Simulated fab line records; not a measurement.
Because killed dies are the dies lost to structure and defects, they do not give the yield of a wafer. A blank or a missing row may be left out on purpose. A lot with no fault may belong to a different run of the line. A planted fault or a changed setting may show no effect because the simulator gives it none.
Which of the tools did it? :: flow n5-finfet :: 10 lots with 30 wafers sampled at 2 steps, on a route of 1938 steps

== WHAT THE GAUGES READ, wafer by wafer ==
N5_MOL_CONTACT_COAG_CD_MEAS_08: the cd target is 28 nm.
lot: L508
measured: day 5 05:27
on: cd-sem-03
cd-nm (nm): 27.86 28.63 28.13

lot: L512
measured: day 5 15:07
on: cd-sem-03
cd-nm (nm): 28.07 28.70 28.26

lot: L514
measured: day 6 05:58
on: cd-sem-01
cd-nm (nm): 27.85 28.42 27.85

lot: L513
measured: day 6 07:41
on: cd-sem-01
cd-nm (nm): 27.95 27.95 28.11

lot: L515
measured: day 6 10:39
on: cd-sem-02
cd-nm (nm): 28.11 28.16 28.13

lot: L516
measured: day 6 19:54
on: cd-sem-01
cd-nm (nm): 27.85 27.82 27.98

lot: L517
measured: day 6 22:35
on: cd-sem-03
cd-nm (nm): 27.90 28.23 28.10

lot: L518
measured: day 7 03:17
on: cd-sem-03
cd-nm (nm): 27.77 27.80 28.07

lot: L529
measured: day 10 00:02
on: cd-sem-01
cd-nm (nm): 29.19 29.31 28.89

lot: L530
measured: day 10 06:13
on: cd-sem-01
cd-nm (nm): 29.32 29.00 29.02

== TOOL THAT RAN EACH LOT (tool first, then ch and the chambers of the sampled wafers, then the start) ==
lot: L508
N5_GATE_CUT_VAPOR_ETCH_51: rie-metal-01 ch 1, day 5 01:01

lot: L512
N5_GATE_CUT_VAPOR_ETCH_51: rie-metal-01 ch 0,1, day 5 11:03

lot: L514
N5_GATE_CUT_VAPOR_ETCH_51: rie-metal-02 ch 0,1, day 6 02:56

lot: L513
N5_GATE_CUT_VAPOR_ETCH_51: rie-metal-02 ch 0,1, day 6 04:35

lot: L515
N5_GATE_CUT_VAPOR_ETCH_51: rie-metal-01 ch 0,1, day 6 07:37

lot: L516
N5_GATE_CUT_VAPOR_ETCH_51: rie-metal-01 ch 0,1, day 6 16:52

lot: L517
N5_GATE_CUT_VAPOR_ETCH_51: rie-metal-03 ch 1, day 6 19:34

lot: L518
N5_GATE_CUT_VAPOR_ETCH_51: rie-metal-02 ch 0,1, day 7 00:08

lot: L529
N5_GATE_CUT_VAPOR_ETCH_51: rie-metal-03 ch 0,1, day 9 21:00

lot: L530
N5_GATE_CUT_VAPOR_ETCH_51: rie-metal-01 ch 0,1, day 10 03:11
- N5_GATE_CUT_VAPOR_ETCH_51: etches HfO2 in BCl3/Cl2.

== THE ANSWER, worked out from the rows above alone ==
Rule: usual is defined by the lots themselves. The widest of any qualifying gaps counts: lots, ordered by their means at a reading, are off when they make up no more than a third of the lots, leave a main group of 4 or more, and stand apart from it by 3 or more times the standard deviation of that group's means. Not used: any main group whose means are identical at the precision the tables above print for the reading. A lot without any number at a reading at which 4 lots or more have one is off too. All remaining lots with rows at the step are treated as sound.
Off at N5_MOL_CONTACT_COAG_CD_MEAS_08 (cd-nm): L529, L530. For the main group the mean is 28.07 nm and the standard deviation 0.15.
If a tool, at a process step before that reading, ran all the lots that are off and no sound lot after the first of them, it fits. Gauges at N5_MOL_CONTACT_COAG_CD_MEAS_08: tried the same way as those tools. One candidate fits, namely cd-sem-01 at N5_MOL_CONTACT_COAG_CD_MEAS_08. A fault onset in the window from L516 (day 6 19:54, its last sound lot) to L529 (day 10 00:02, its first lot off) fits.

== WHAT THE SIMULATOR PUT IN ==
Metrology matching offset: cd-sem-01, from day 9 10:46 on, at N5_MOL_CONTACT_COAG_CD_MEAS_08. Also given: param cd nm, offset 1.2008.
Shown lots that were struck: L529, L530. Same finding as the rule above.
